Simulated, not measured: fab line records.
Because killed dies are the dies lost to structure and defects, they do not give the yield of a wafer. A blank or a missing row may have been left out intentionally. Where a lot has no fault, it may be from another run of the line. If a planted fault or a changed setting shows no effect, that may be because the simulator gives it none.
fab line records	flow nand_harc
[record] lots = 24	wafers = 72	last_day = 26
route steps=1159 shown P_M2@334 A_CHANNEL_FILL_D1@517 A_STAIRCASE@549 A_SGD_CUT@772
lots untouched by any fault: they come from a run of this same line in which no faults occurred
start_h: start of the lot's first displayed wafer, in hours after the record's first day	wait_h: hours since the lot's step before	" as in the row above	L1.1+2: one row covering several wafers at once	- no value, or no start given	* or withheld: withheld	< > ~ a bound
route shown NAME@n: a module of which the file shows steps, and the number in the route of the first	usual: mean and standard deviation over wafers with no fault	same: alike in all rows	chamber/n: place in a boat	sites: readings site by site	_std_site: the values' standard deviation	_edge_site: mean of outer sites minus mean of inner sites	radius_mm: for every site, how far away it sits from the centre of the wafer	mask NAME#n: copy n	behind: the tool/chamber that last shaped the wafer	hold: cause of the lot's hold/its duration in hours/its outcome	device: the n, p or np transistor that did not switch	end of line: the same wafers' tests at the end of the route	a step with no rows: only its recipe	killed: at the first sort, the dies lost to defects and structure; wafer yield is something else	map: shows each die of a wafer: x if killed, . if not, _ if none is there
set.NAME: the run value of the setting; set.NAME@STEP: its run value at that earlier step	model.NAME: the simulator's own value behind a step, which no gauge read
the route's steps for a sample of lots (tables are steps, rows are wafers)
services: a tool's chamber out of use, with start hour (start_h, from the record's first day; less than 0 if before it), hours out, and reason
[[steps]]
[step NHARC_P_M2_CD_MEAS_16]
[usual] cd_nm = 170.6/0.92
lot.wafer	tool	chamber	start_h	wait_h	cd_nm
L074.1	cd_sem-02	-	125.54	-	169.7
L074.3	"	-	"	"	170.9
L074.6	"	-	"	"	170.2
L075.3	cd_sem-01	-	134.71	-	171.6
L075.4	"	-	"	"	168.4
L075.5	"	-	"	"	171.2
L076.1	cd_sem-03	-	134.86	-	171.0
L076.3	"	-	"	"	171.4
L076.6	"	-	"	"	171.2
L077.3	cd_sem-03	-	150.64	-	170.5
L077.5	"	-	"	"	169.7
L077.6	"	-	"	"	169.3
L078.1	cd_sem-02	-	151.25	-	170.2
L078.3	"	-	"	"	170.7
L078.5	"	-	"	"	169.5
L079.2	cd_sem-01	-	156.87	-	170.0
L079.3	"	-	"	"	170.4
L079.4	"	-	"	"	170.3
L080.1	cd_sem-01	-	164.51	-	171.3
L080.4	"	-	"	"	169.7
L080.5	"	-	"	"	172.5
L082.3	cd_sem-02	-	169.43	-	169.7
L082.5	"	-	"	"	169.5
L082.6	"	-	"	"	171.0
L081.4	cd_sem-01	-	177.07	-	169.7
L081.5	"	-	"	"	170.6
L081.6	"	-	"	"	171.2
L083.1	cd_sem-03	-	182.42	-	170.1
L083.3	"	-	"	"	169.7
L083.5	"	-	"	"	171.1
L084.1	cd_sem-02	-	188.10	-	170.3
L084.3	"	-	"	"	170.8
L084.6	"	-	"	"	170.5
L085.3	cd_sem-01	-	200.15	-	170.0
L085.4	"	-	"	"	170.6
L085.6	"	-	"	"	169.7
L087.1	cd_sem-01	-	201.31	-	169.4
L087.3	"	-	"	"	170.4
L087.5	"	-	"	"	171.0
L086.2	cd_sem-01	-	201.47	-	170.6
L086.3	"	-	"	"	170.3
L086.4	"	-	"	"	172.8
L088.1	cd_sem-01	-	215.25	-	172.2
L088.2	"	-	"	"	171.8
L088.6	"	-	"	"	171.2
L089.1	cd_sem-01	-	216.31	-	171.1
L089.2	"	-	"	"	171.4
L089.5	"	-	"	"	171.8
L090.1	cd_sem-03	-	225.13	-	170.0
L090.3	"	-	"	"	170.5
L090.6	"	-	"	"	170.8
L091.3	cd_sem-02	-	230.87	-	172.0
L091.4	"	-	"	"	170.8
L091.5	"	-	"	"	171.0
L094.1	cd_sem-02	-	238.62	-	170.5
L094.4	"	-	"	"	171.6
L094.6	"	-	"	"	170.4
L093.4	cd_sem-02	-	248.02	-	170.2
L093.5	"	-	"	"	169.0
L093.6	"	-	"	"	171.5
L092.2	cd_sem-02	-	248.76	-	170.3
L092.3	"	-	"	"	169.6
L092.5	"	-	"	"	170.4
L095.1	cd_sem-03	-	250.35	-	169.6
L095.2	"	-	"	"	169.6
L095.4	"	-	"	"	169.9
L096.3	cd_sem-03	-	256.23	-	170.3
L096.5	"	-	"	"	171.1
L096.6	"	-	"	"	171.0
L097.1	cd_sem-02	-	264.11	-	172.9
L097.2	"	-	"	"	171.7
L097.6	"	-	"	"	172.1
[step NHARC_A_CHANNEL_FILL_D1_RTA_24]
[recipe] temp_c = 1000	time_s = 5
[usual] lamp_power_pct = 29/3	lamp_zone_2_pct = 29/3	wafer_temp_C_max = 1004.3/1.5
lot.wafer	tool	chamber	start_h	wait_h	lamp_power_pct	lamp_zone_2_pct	wafer_temp_C_max
L074.1	rtp_anneal-02	0	235.65	0.5	26	26	1004.7
L074.3	"	0	"	"	26	26	1004.0
L074.6	"	0	"	"	26	26	1004.0
L076.1	rtp_anneal-01	0	242.51	0.0	32	32	1003.5
L076.3	"	0	"	"	32	32	1003.5
L076.6	"	0	"	"	32	32	1004.6
L075.3	rtp_anneal-02	0	242.57	0.1	26	26	1003.4
L075.4	"	0	"	"	26	26	1002.5
L075.5	"	0	"	"	26	26	1002.3
L077.3	rtp_anneal-02	0	255.01	0.1	26	26	1002.2
L077.5	"	0	"	"	26	26	1001.9
L077.6	"	0	"	"	26	26	1002.1
L078.1	rtp_anneal-01	0	255.03	0.1	32	32	1005.1
L078.3	"	0	"	"	32	32	1005.1
L078.5	"	0	"	"	32	32	1005.5
L079.2	rtp_anneal-01	0	259.52	0.1	32	32	1004.1
L079.3	"	0	"	"	32	32	1006.3
L079.4	"	0	"	"	32	32	1004.5
L080.1	rtp_anneal-02	0	274.82	0.0	26	26	1002.6
L080.4	"	0	"	"	26	26	1003.3
L080.5	"	0	"	"	26	26	1002.5
L082.3	rtp_anneal-01	0	274.86	0.1	32	32	1008.6
L082.5	"	0	"	"	32	32	1005.6
L082.6	"	0	"	"	32	32	1004.8
L083.1	rtp_anneal-02	0	286.67	0.0	26	26	1003.8
L083.3	"	0	"	"	26	26	1001.9
L083.5	"	0	"	"	26	26	1002.3
L081.4	rtp_anneal-01	0	286.76	0.1	32	32	1007.4
L081.5	"	0	"	"	32	32	1005.3
L081.6	"	0	"	"	32	32	1004.6
L084.1	rtp_anneal-02	0	297.06	0.2	26	26	1004.2
L084.3	"	0	"	"	26	26	1004.1
L084.6	"	0	"	"	26	26	1003.5
L086.2	rtp_anneal-01	0	308.33	1.1	32	32	1005.9
L086.3	"	0	"	"	32	32	1005.1
L086.4	"	0	"	"	32	32	1006.3
L087.1	rtp_anneal-01	0	308.79	1.6	32	32	1004.9
L087.3	"	0	"	"	32	32	1007.1
L087.5	"	0	"	"	32	32	1005.1
L085.3	rtp_anneal-02	0	312.68	0.6	26	26	1003.3
L085.4	"	0	"	"	26	26	1002.8
L085.6	"	0	"	"	26	26	1003.7
L088.1	rtp_anneal-01	0	319.71	0.1	32	32	1003.2
L088.2	"	0	"	"	32	32	1005.6
L088.6	"	0	"	"	32	32	1004.9
L089.1	rtp_anneal-01	0	319.88	0.2	32	32	1005.3
L089.2	"	0	"	"	32	32	1004.7
L089.5	"	0	"	"	32	32	1005.5
L090.1	rtp_anneal-02	0	327.88	0.0	26	26	1003.8
L090.3	"	0	"	"	26	26	1003.7
L090.6	"	0	"	"	26	26	1003.2
L091.3	rtp_anneal-02	0	334.90	0.1	26	26	1003.7
L091.4	"	0	"	"	26	26	1002.8
L091.5	"	0	"	"	26	26	1003.2
L094.1	rtp_anneal-01	0	341.61	0.0	32	32	1005.0
L094.4	"	0	"	"	32	32	1006.1
L094.6	"	0	"	"	32	32	1005.3
L092.2	rtp_anneal-02	0	352.50	0.2	26	26	1002.7
L092.3	"	0	"	"	26	26	1003.1
L092.5	"	0	"	"	26	26	1003.1
L095.1	rtp_anneal-01	0	352.63	0.3	32	32	1005.3
L095.2	"	0	"	"	32	32	1004.8
L095.4	"	0	"	"	32	32	1005.5
L093.4	rtp_anneal-02	0	356.10	0.1	26	26	1003.0
L093.5	"	0	"	"	26	26	1003.4
L093.6	"	0	"	"	26	26	1002.4
L096.3	rtp_anneal-01	0	364.17	0.1	32	32	1004.8
L096.5	"	0	"	"	32	32	1005.5
L096.6	"	0	"	"	32	32	1004.7
L097.1	rtp_anneal-02	0	386.25	0.0	26	26	1002.7
L097.2	"	0	"	"	26	26	1003.0
L097.6	"	0	"	"	26	26	1003.4
[step NHARC_A_STAIRCASE_ETCH_13]
[recipe] target_depth_a = 1000	time_s = 40.5	ion_energy_ev = 400	c4f8_flow_sccm = 20	o2_flow_sccm = 10	ar_flow_sccm = withheld	rf_w = 600	bias_w = 1000	chemistry = C4F8/O2
[usual] oes_product_au = 0.942/0.014	rf_vpp_V = 898/4.9
lot.wafer	tool	chamber	start_h	wait_h	oes_product_au	rf_hours_counter_h	rf_vpp_V
L074.1	rie_diel-07	2	-	-	0.967	0	902
L074.3	"	1	"	"	0.951	0	893
L074.6	"	3	"	"	0.946	-	905
L076.3	rie_diel-07	3	-	-	0.944	3	905
L076.1	"	0	"	"	0.938	3	892
L076.6	"	3	"	"	0.939	-	905
L075.4	rie_diel-07	3	-	-	0.933	3	906
L075.3	"	2	"	"	0.951	3	902
L075.5	"	3	"	"	0.925	-	904
L078.3	rie_diel-12	2	-	-	0.937	17	904
L078.1	"	0	"	"	0.959	20	895
L078.5	"	1	"	"	0.964	-	900
L077.3	rie_diel-07	1	-	-	0.953	7	893
L077.6	"	3	"	"	0.950	-	906
L077.5	"	0	"	"	0.943	-	891
L079.3	rie_diel-12	0	-	-	0.967	22	894
L079.2	"	1	"	"	0.951	20	901
L079.4	"	1	"	"	0.946	-	899
L082.3	rie_diel-12	0	-	-	0.965	26	896
L082.6	"	1	"	"	0.941	-	900
L082.5	"	2	"	"	0.949	-	902
L080.1	rie_diel-12	0	-	-	0.959	27	895
L080.4	"	1	"	"	0.936	25	900
L080.5	"	2	"	"	0.932	-	903
L083.3	rie_diel-07	2	-	-	0.949	18	901
L083.1	"	3	"	"	0.932	17	905
L083.5	"	1	"	"	0.943	-	893
L081.4	rie_diel-12	1	-	-	0.922	30	900
L081.6	"	1	"	"	0.920	-	899
L081.5	"	2	"	"	0.916	-	902
L084.1	rie_diel-11	1	-	-	0.929	36	903
L084.3	"	3	"	"	0.936	37	899
L084.6	"	2	"	"	0.928	-	887
L086.3	rie_diel-12	3	-	-	0.973	35	899
L086.4	"	1	"	"	0.930	37	901
L086.2	"	2	"	"	0.931	33	903
L087.1	rie_diel-07	2	-	-	0.954	25	901
L087.3	"	0	"	"	0.940	29	892
L087.5	"	2	"	"	0.964	-	901
L085.3	rie_diel-12	0	-	-	0.955	40	895
L085.4	"	1	"	"	0.949	38	900
L085.6	"	3	"	"	0.968	-	898
L088.1	rie_diel-07	0	-	-	0.915	33	893
L088.2	"	1	"	"	0.933	33	892
L088.6	"	3	"	"	0.933	-	905
L089.2	rie_diel-07	3	-	-	0.926	29	903
L089.1	"	0	"	"	0.924	33	893
L089.5	"	2	"	"	0.939	-	901
L090.1	rie_diel-07	0	-	-	0.912	37	891
L090.3	"	1	"	"	0.939	37	892
L090.6	"	0	"	"	0.917	-	891
L091.3	rie_diel-07	1	-	-	0.934	39	893
L091.4	"	0	"	"	0.911	39	891
L091.5	"	2	"	"	0.929	-	902
L094.1	rie_diel-12	2	-	-	0.938	43	902
L094.4	"	0	"	"	0.950	50	896
L094.6	"	1	"	"	0.929	-	901
L092.2	rie_diel-07	1	-	-	0.952	44	892
L092.3	"	2	"	"	0.950	39	902
L092.5	"	1	"	"	0.959	-	893
L095.4	rie_diel-12	0	-	-	0.958	52	892
L095.2	"	1	"	"	0.938	50	899
L095.1	"	3	"	"	0.946	48	898
L093.4	rie_diel-11	1	-	-	0.909	61	901
L093.5	"	0	"	"	0.933	-	897
L093.6	"	1	"	"	0.917	-	900
L096.3	rie_diel-07	3	-	-	0.933	45	905
L096.6	"	0	"	"	0.920	-	892
L096.5	"	1	"	"	0.942	-	892
L097.1	rie_diel-07	2	-	-	0.956	54	900
L097.2	"	0	"	"	0.949	59	890
L097.6	"	2	"	"	0.955	-	902
[step NHARC_A_STAIRCASE_DESCUM_291]
[recipe] time_s = 3	o2_flow_sccm = 200	ar_flow_sccm = 0	bias_power_w = 0	chemistry = O2
[usual] drypump_motor_current_A = 5.9/0.46	oes_product_au = 1.002/0.01	rf_vpp_V = 57.8/0.87	showerhead_plenum_p_Torr = 1.94/0.078	throttle_valve_pct = 11.310/0.0087
lot.wafer	tool	chamber	start_h	wait_h	drypump_motor_current_A	oes_product_au	rf_hours_counter_h	rf_vpp_V	showerhead_plenum_p_Torr	throttle_valve_pct
L074.3	rie_diel-12	1	255.17	-	5.9	1.012	18	56.8	1.98	11.308
L074.1	"	0	"	"	5.7	1.016	19	57.6	1.90	11.303
L074.6	"	2	"	"	6.2	0.981	-	59.0	2.02	11.313
L076.1	rie_diel-12	0	264.11	-	5.7	1.023	22	56.9	1.90	11.296
L076.3	"	1	"	"	5.9	1.006	21	58.3	1.98	11.306
L076.6	"	0	"	"	5.7	1.021	-	57.8	1.90	11.323
L075.4	rie_diel-11	3	264.28	-	6.6	0.996	25	58.1	1.97	11.326
L075.3	"	0	"	"	5.8	1.017	25	58.5	1.94	11.319
L075.5	"	2	"	"	5.5	1.001	-	57.3	1.78	11.323
L077.3	rie_diel-07	0	273.50	-	6.7	0.988	10	57.8	1.85	11.302
L077.5	"	0	"	"	6.6	0.999	-	57.5	1.85	11.305
L077.6	"	1	"	"	4.7	1.000	-	57.8	1.86	11.315
L078.1	rie_diel-12	2	275.74	-	6.2	1.000	22	59.0	2.02	11.311
L078.3	"	0	"	"	5.7	1.015	25	56.2	1.90	11.312
L078.5	"	1	"	"	5.9	1.010	-	58.1	1.97	11.318
L079.3	rie_diel-07	2	279.17	-	6.0	1.007	12	58.3	2.01	11.313
L079.2	"	3	"	"	5.5	0.992	12	58.0	2.05	11.315
L079.4	"	0	"	"	6.7	0.993	12	57.9	1.85	11.297
L082.3	rie_diel-07	0	297.74	-	6.7	1.002	22	57.9	1.84	11.310
L082.5	"	2	"	"	5.9	1.007	-	59.6	2.01	11.305
L082.6	"	3	"	"	5.5	1.002	-	59.3	2.05	11.300
L080.4	rie_diel-12	1	301.18	-	5.9	0.993	33	57.4	1.97	11.304
L080.1	"	0	"	"	5.7	1.012	34	58.6	1.90	11.306
L080.5	"	2	"	"	6.2	1.000	-	57.8	2.01	11.314
L083.1	rie_diel-12	3	310.94	-	6.0	1.008	34	57.4	1.97	11.307
L083.3	"	1	"	"	5.9	0.992	36	59.0	1.97	11.313
L083.5	"	2	"	"	6.3	0.988	-	57.5	2.01	11.311
L081.4	rie_diel-07	1	311.76	-	4.7	1.009	28	59.5	1.86	11.313
L081.6	"	3	"	"	5.5	0.993	-	59.3	2.05	11.317
L081.5	"	0	"	"	6.7	0.993	-	56.3	1.84	11.311
L084.3	rie_diel-11	1	321.21	-	5.5	0.994	46	59.6	2.00	11.306
L084.1	"	3	"	"	6.6	1.000	44	55.5	1.96	11.313
L084.6	"	2	"	"	5.5	1.003	-	57.0	1.77	11.314
L086.4	rie_diel-11	1	329.96	-	5.5	0.995	52	59.9	2.00	11.298
L086.2	"	2	"	"	5.5	1.007	53	57.2	1.77	11.300
L086.3	"	3	"	"	6.6	0.993	48	56.2	1.96	11.307
L087.1	rie_diel-07	2	330.87	-	5.9	0.997	33	55.7	2.00	11.320
L087.3	"	3	"	"	5.5	0.998	32	58.7	2.05	11.316
L087.5	"	0	"	"	6.7	0.989	-	58.0	1.84	11.327
L085.3	rie_diel-12	3	331.94	-	6.0	1.007	42	57.9	1.96	11.319
L085.4	"	1	"	"	5.9	1.006	44	56.3	1.97	11.304
L085.6	"	0	"	"	5.7	1.015	-	57.3	1.89	11.312
L089.1	rie_diel-12	3	339.73	-	6.0	0.985	45	59.3	1.96	11.296
L089.2	"	1	"	"	5.9	0.996	47	57.2	1.97	11.304
L089.5	"	2	"	"	6.2	0.986	-	56.9	2.01	11.306
L088.2	rie_diel-07	3	340.26	-	5.6	0.988	35	58.3	2.05	11.319
L088.1	"	0	"	"	6.6	0.986	40	56.9	1.84	11.306
L088.6	"	0	"	"	6.7	0.984	-	57.8	1.84	11.338
L090.3	rie_diel-11	2	346.64	-	5.5	1.019	57	57.7	1.77	11.300
L090.1	"	0	"	"	5.8	1.001	57	59.7	1.93	11.316
L090.6	"	2	"	"	5.5	1.010	-	56.5	1.77	11.307
L091.3	rie_diel-11	1	354.18	-	5.5	0.991	60	58.2	1.99	11.309
L091.5	"	3	"	"	6.6	1.010	-	58.1	1.96	11.316
L091.4	"	1	"	"	5.5	0.985	-	56.9	1.99	11.323
L094.4	rie_diel-11	2	361.01	-	5.5	1.017	63	57.3	1.77	11.314
L094.1	"	1	"	"	5.5	0.985	62	58.5	1.99	11.296
L094.6	"	2	"	"	5.5	1.015	-	56.3	1.77	11.319
L092.3	rie_diel-12	0	374.22	-	5.7	1.017	61	58.2	1.89	11.311
L092.2	"	3	"	"	6.0	1.003	56	57.4	1.96	11.316
L092.5	"	0	"	"	5.7	1.012	-	58.6	1.89	11.308
L095.2	rie_diel-12	1	374.59	-	5.9	1.008	59	59.4	1.96	11.311
L095.4	"	3	"	"	6.0	0.996	56	58.1	1.96	11.308
L095.1	"	0	"	"	5.7	1.012	61	56.8	1.89	11.309
L093.4	rie_diel-12	2	378.15	-	6.2	1.006	56	57.6	2.01	11.299
L093.5	"	2	"	"	6.2	0.996	-	57.6	2.01	11.303
L093.6	"	3	"	"	6.0	1.000	-	58.4	1.96	11.312
L096.3	rie_diel-11	2	387.53	-	5.4	1.005	6	58.9	2.07	11.318
L096.6	"	0	"	"	5.8	1.012	-	58.8	1.93	11.324
L096.5	"	1	"	"	5.5	0.987	-	57.7	1.99	11.297
L097.1	rie_diel-11	2	408.42	-	5.5	1.021	14	58.9	2.07	11.298
L097.2	"	1	"	"	5.5	0.981	17	58.2	1.99	11.307
L097.6	"	3	"	"	6.6	1.016	-	56.5	1.95	11.316
[step NHARC_A_STAIRCASE_HM_OPEN_460]
[recipe] o2_flow_sccm = 400	cos_flow_sccm = 20	ar_flow_sccm = 0	rf_w = 500	bias_w = 300	chemistry = O2/COS
[usual] cos_flow_sccm = 20.00/0.054	drypump_motor_current_A = 5.8/0.47	oes_product_au = 1.001/0.012	rf_vpp_V = 468.2/2.5	showerhead_plenum_p_Torr = 3.17/0.11	throttle_valve_pct = 28.330/0.0096
lot.wafer	tool	chamber	start_h	wait_h	cos_flow_sccm	drypump_motor_current_A	oes_product_au	rf_hours_counter_h	rf_vpp_V	showerhead_plenum_p_Torr	throttle_valve_pct
L074.1	rie_diel-12	1	-	-	20.07	5.9	1.005	18	470.3	3.22	28.324
L074.3	"	0	"	"	20.09	5.7	1.015	19	466.2	3.10	28.325
L074.6	"	2	"	"	20.00	6.2	0.994	-	470.5	3.29	28.315
L075.3	rie_diel-11	0	-	-	20.00	5.8	1.007	25	469.0	3.16	28.332
L075.4	"	2	"	"	19.97	5.5	1.005	26	463.4	2.91	28.318
L075.5	"	0	"	"	20.04	5.8	1.015	-	468.3	3.16	28.335
L076.3	rie_diel-12	3	-	-	19.90	6.0	0.996	20	468.8	3.21	28.340
L076.1	"	2	"	"	20.05	6.2	1.001	19	469.7	3.28	28.314
L076.6	"	3	"	"	19.98	6.0	1.014	-	468.1	3.21	28.329
L077.3	rie_diel-07	0	-	-	20.04	6.7	0.989	11	465.5	3.02	28.325
L077.6	"	1	"	"	20.01	4.8	1.008	-	466.0	3.04	28.340
L077.5	"	2	"	"	20.01	6.0	1.013	-	470.5	3.27	28.330
L078.3	rie_diel-12	1	-	-	20.02	5.9	1.004	24	468.8	3.22	28.322
L078.1	"	2	"	"	19.98	6.3	0.992	22	471.0	3.28	28.328
L078.5	"	1	"	"	20.10	5.9	1.000	-	469.5	3.22	28.318
L079.4	rie_diel-07	1	-	-	19.95	4.7	1.016	13	466.2	3.04	28.332
L079.3	"	3	"	"	20.12	5.6	1.010	12	471.6	3.34	28.324
L079.2	"	0	"	"	19.91	6.6	0.985	12	465.0	3.02	28.331
L082.3	rie_diel-07	3	-	-	20.10	5.5	0.994	21	472.1	3.33	28.321
L082.6	"	3	"	"	20.00	5.6	0.995	-	472.1	3.33	28.336
L082.5	"	0	"	"	20.02	6.7	0.988	-	465.0	3.01	28.319
L080.4	rie_diel-12	1	-	-	19.96	5.9	1.004	33	470.6	3.21	28.345
L080.1	"	2	"	"	19.95	6.2	0.994	29	470.0	3.28	28.337
L080.5	"	0	"	"	19.98	5.7	1.010	-	467.4	3.09	28.329
L083.3	rie_diel-12	1	-	-	20.02	5.9	0.991	36	469.4	3.21	28.334
L083.1	"	3	"	"	20.05	6.0	0.999	34	468.9	3.20	28.332
L083.5	"	1	"	"	19.98	5.9	0.990	-	468.2	3.21	28.333
L081.4	rie_diel-07	2	-	-	20.11	5.9	0.994	25	469.3	3.26	28.333
L081.5	"	0	"	"	20.04	6.7	0.991	-	464.8	3.01	28.324
L081.6	"	1	"	"	20.04	4.8	1.001	-	464.5	3.03	28.328
L084.1	rie_diel-11	1	-	-	19.92	5.5	0.989	46	468.9	3.25	28.329
L084.3	"	3	"	"	20.00	6.6	0.997	44	468.4	3.19	28.352
L084.6	"	1	"	"	19.94	5.5	0.982	-	468.5	3.25	28.343
L086.4	rie_diel-11	3	-	-	20.02	6.6	1.007	48	469.1	3.19	28.328
L086.2	"	0	"	"	19.96	5.8	1.005	52	466.9	3.15	28.331
L086.3	"	1	"	"	19.91	5.5	0.974	52	469.1	3.25	28.335
L087.3	rie_diel-07	1	-	-	19.93	4.7	0.997	37	463.5	3.03	28.331
L087.1	"	2	"	"	20.10	6.0	1.005	33	469.9	3.26	28.321
L087.5	"	0	"	"	19.96	6.7	0.986	-	464.8	3.01	28.344
L085.4	rie_diel-12	0	-	-	20.04	5.7	1.007	46	465.1	3.09	28.336
L085.3	"	2	"	"	20.02	6.3	0.987	40	471.5	3.27	28.317
L085.6	"	0	"	"	19.98	5.7	1.019	-	466.3	3.09	28.344
L089.2	rie_diel-12	1	-	-	19.98	5.9	0.992	47	468.1	3.20	28.329
L089.1	"	3	"	"	20.01	6.0	0.989	45	469.8	3.20	28.320
L089.5	"	1	"	"	19.98	5.9	0.990	-	468.2	3.20	28.330
L088.2	rie_diel-07	1	-	-	20.06	4.7	0.996	40	465.1	3.03	28.345
L088.1	"	0	"	"	19.93	6.7	0.977	40	464.5	3.01	28.328
L088.6	"	2	"	"	20.00	6.0	0.996	-	470.4	3.26	28.316
L090.1	rie_diel-11	0	-	-	19.93	5.8	1.003	57	467.9	3.15	28.326
L090.3	"	1	"	"	20.00	5.5	0.977	57	470.1	3.25	28.324
L090.6	"	2	"	"	20.06	5.5	1.009	-	462.5	2.90	28.341
L091.3	rie_diel-11	2	-	-	19.96	5.5	1.015	60	462.1	2.90	28.339
L091.4	"	1	"	"	20.03	5.5	0.990	-	469.4	3.25	28.334
L091.5	"	2	"	"	20.06	5.5	1.025	-	461.6	2.90	28.327
L094.4	rie_diel-11	1	-	-	19.99	5.5	0.992	62	471.8	3.24	28.334
L094.1	"	2	"	"	19.91	5.5	1.022	63	462.2	2.90	28.333
L094.6	"	3	"	"	19.94	6.6	1.004	-	468.3	3.19	28.328
L092.2	rie_diel-12	0	-	-	20.06	5.7	1.008	61	465.5	3.08	28.330
L092.3	"	2	"	"	20.06	6.2	0.989	53	470.5	3.27	28.321
L092.5	"	1	"	"	20.05	5.9	1.015	-	469.2	3.20	28.337
L095.2	rie_diel-12	3	-	-	20.00	6.0	0.994	56	467.4	3.19	28.325
L095.4	"	0	"	"	20.07	5.7	1.013	61	466.1	3.08	28.339
L095.1	"	2	"	"	19.86	6.2	0.989	53	471.6	3.27	28.337
L093.4	rie_diel-12	1	-	-	19.89	5.9	1.016	62	470.0	3.20	28.320
L093.5	"	2	"	"	19.93	6.2	0.993	-	471.6	3.26	28.346
L093.6	"	3	"	"	19.96	6.0	0.999	-	468.7	3.19	28.306
L096.3	rie_diel-11	0	-	-	20.05	5.8	1.003	6	468.6	3.14	28.335
L096.5	"	1	"	"	20.03	5.5	0.979	-	469.3	3.24	28.336
L096.6	"	2	"	"	20.02	5.5	1.010	-	471.9	3.37	28.334
L097.1	rie_diel-11	1	-	-	19.98	5.5	0.983	17	469.3	3.23	28.335
L097.2	"	3	"	"	19.92	6.6	1.023	15	469.0	3.18	28.325
L097.6	"	2	"	"	19.97	5.5	1.014	-	472.0	3.37	28.347
[step NHARC_A_SGD_CUT_CMP_21]
[recipe] target_thk_nm = 148.19
[usual] motor_current_A = 11.9/1	slurry_flow_ml_min = 150.0/0.51	time_to_endpoint_s = 52/3.5
lot.wafer	tool	chamber	start_h	wait_h	motor_current_A	slurry_flow_ml_min	time_to_endpoint_s
L074.1	cmp-03	0	318.53	0.4	12.5	150.3	47
L074.3	"	1	"	"	11.6	149.6	51
L074.6	"	1	"	"	11.2	150.0	51
L075.3	cmp-01	3	318.53	0.4	10.8	150.6	48
L075.4	"	0	"	"	13.2	150.0	52
L075.5	"	3	"	"	10.7	150.6	48
L076.3	cmp-02	2	318.58	0.4	11.0	150.0	53
L076.1	"	3	"	"	10.6	150.0	53
L076.6	"	1	"	"	12.3	150.4	59
L077.3	cmp-03	2	333.94	0.4	14.1	150.2	53
L077.5	"	2	"	"	13.3	150.8	53
L077.6	"	3	"	"	10.7	150.3	50
L078.1	cmp-02	3	333.99	0.4	11.2	149.9	53
L078.3	"	0	"	"	11.9	149.5	54
L078.5	"	1	"	"	12.2	149.7	56
L079.3	cmp-02	2	338.52	0.4	11.1	150.4	52
L079.2	"	3	"	"	10.8	149.4	56
L079.4	"	0	"	"	11.5	149.9	53
L082.3	cmp-01	1	365.11	0.4	11.7	149.9	56
L082.6	"	3	"	"	11.3	150.0	51
L082.5	"	0	"	"	12.8	150.4	52
L080.1	cmp-03	1	371.83	0.4	11.6	149.8	52
L080.4	"	0	"	"	12.1	149.3	50
L080.5	"	2	"	"	13.5	149.8	56
L083.3	cmp-03	2	377.74	0.4	13.0	149.9	51
L083.1	"	3	"	"	10.8	150.0	46
L083.5	"	2	"	"	13.4	149.7	56
L081.4	cmp-02	3	377.79	0.4	11.5	149.6	52
L081.6	"	0	"	"	11.6	150.8	56
L081.5	"	1	"	"	12.2	150.1	62
L084.3	cmp-03	2	377.89	0.5	14.4	149.6	55
L084.1	"	0	"	"	12.2	149.6	54
L084.6	"	2	"	"	13.8	148.7	55
L085.4	cmp-02	3	390.02	0.4	11.2	150.7	49
L085.3	"	0	"	"	11.1	150.2	52
L085.6	"	0	"	"	11.9	149.4	53
L087.1	cmp-01	1	390.02	0.4	11.8	150.4	54
L087.3	"	2	"	"	13.4	149.5	47
L087.5	"	2	"	"	13.8	149.7	50
L086.4	cmp-03	2	390.02	0.4	13.3	149.0	49
L086.3	"	3	"	"	10.8	150.4	48
L086.2	"	1	"	"	11.3	148.6	50
L089.1	cmp-03	1	402.34	0.4	11.1	149.3	52
L089.2	"	3	"	"	11.2	149.8	51
L089.5	"	1	"	"	11.3	149.9	54
L088.1	cmp-02	3	402.39	0.4	11.3	150.1	53
L088.2	"	0	"	"	11.7	150.0	57
L088.6	"	2	"	"	10.9	149.8	55
L090.3	cmp-03	1	410.91	0.4	11.2	149.4	53
L090.1	"	3	"	"	10.7	150.1	44
L090.6	"	2	"	"	14.4	149.4	53
L091.3	cmp-01	2	410.93	0.4	12.9	149.0	53
L091.4	"	0	"	"	12.6	150.9	52
L091.5	"	1	"	"	12.0	150.1	56
L094.4	cmp-02	3	429.88	0.4	10.6	150.3	48
L094.1	"	0	"	"	11.2	150.0	52
L094.6	"	1	"	"	11.9	149.6	57
L095.2	cmp-01	0	439.47	0.4	11.9	149.2	52
L095.4	"	1	"	"	11.1	149.6	58
L095.1	"	3	"	"	11.2	151.6	51
L092.2	cmp-02	0	439.52	0.4	11.9	149.9	50
L092.3	"	1	"	"	12.2	150.3	57
L092.5	"	3	"	"	10.7	150.4	53
L093.4	cmp-01	1	449.59	0.4	11.9	150.7	54
L093.5	"	3	"	"	11.4	150.2	47
L093.6	"	0	"	"	12.9	149.7	49
L096.3	cmp-01	2	459.14	0.4	13.4	149.6	54
L096.5	"	1	"	"	11.9	150.5	58
L096.6	"	2	"	"	13.8	150.1	54
L097.2	cmp-03	3	472.61	0.4	10.8	149.8	48
L097.1	"	0	"	"	12.0	150.2	48
L097.6	"	3	"	"	10.9	150.1	50
[[services]]
tool	chamber	start_h	hours	kind
cmp-02	-	226.50	4.0	pm
rie_diel-07	-	228.26	9.0	pm
cmp-03	-	243.76	6.6	repair
cmp-03	-	254.12	4.0	pm
rie_diel-12	3	258.47	5.0	repair
cmp-02	-	264.09	1.1	repair
cmp-02	-	282.69	0.2	repair
cmp-03	-	286.97	0.2	repair
rtp_anneal-02	-	300.00	12.0	pm
cmp-02	-	324.50	4.0	pm
cmp-03	-	352.12	4.0	pm
rie_diel-11	0	353.65	4.1	repair
rie_diel-11	-	366.67	9.0	pm
rie_diel-07	3	371.03	30.2	repair
cmp-03	-	372.88	0.6	repair
rie_diel-12	-	379.45	9.0	pm
cmp-03	-	381.91	1.6	repair
cmp-03	-	395.64	0.3	repair
rie_diel-12	0	404.99	3.0	repair
rie_diel-07	-	405.26	9.0	pm
rie_diel-12	2	406.89	20.2	repair
rie_diel-07	2	443.45	30.7	repair
rie_diel-07	0	448.96	4.0	repair
cmp-03	-	450.12	4.0	pm
[[key]]
fault none
